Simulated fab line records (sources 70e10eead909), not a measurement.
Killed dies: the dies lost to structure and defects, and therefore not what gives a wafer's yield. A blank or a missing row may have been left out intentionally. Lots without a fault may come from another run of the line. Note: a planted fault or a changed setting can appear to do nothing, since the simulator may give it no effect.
Chamber matching    flow nandHarc    NHARC_A_M0_DESCUM_14 on rieDiel-02 has 4 sister chambers
The step chemistry O2, time 3 s. 8 wafers are shown with their chamber, then 8 later ones without.

== WAFERS, EACH WITH ITS CHAMBER ==
wafer   chamber  showerheadPlenumPTorr (Torr)  throttleValvePct (%)
L082.1  2        1.83                          11.313
L082.4  1        1.93                          11.315
L081.6  1        1.93                          11.312
L085.6  3        2.01                          11.329
L087.2  0        1.95                          11.299
L087.4  2        1.83                          11.289
L087.5  0        1.95                          11.310
L091.3  3        2.00                          11.320

== WAFERS WITH NO CHAMBER GIVEN ==
wafer   showerheadPlenumPTorr (Torr)  throttleValvePct (%)
L091.4  1.83                          11.301
L091.6  1.95                          11.302
L094.4  1.95                          11.295
L094.5  1.83                          11.305
L094.6  2.00                          11.313
L093.3  2.00                          11.325
L093.5  1.95                          11.315
L093.6  2.00                          11.315

== CHAMBER TAKEN BY EACH ==
wafer   from the rows above  in truth
L091.4  2                    2
L091.6  0                    0
L094.4  0                    0
L094.5  2                    2
L094.6  3                    3
L093.3  3                    3
L093.5  0                    0
L093.6  3                    3
8 of 8 placed correctly. Number that these rows cannot place: 0. 0 placed wrongly.
How it was worked out, from the rows above alone: a wafer's distance from a chamber is the root of the sum, over the readings, of the square of ((its reading less the chamber's mean) divided by the reading's scatter). If the next closest chamber is less than 2 further off than the closest, the wafer can't be placed; otherwise it belongs to the closest. The mean given for a chamber averages the wafers shown for that chamber. The scatter: take each reading less its chamber's mean, square it, sum over the shown wafers, divide by the number of wafers less the number of chambers, and take the root.
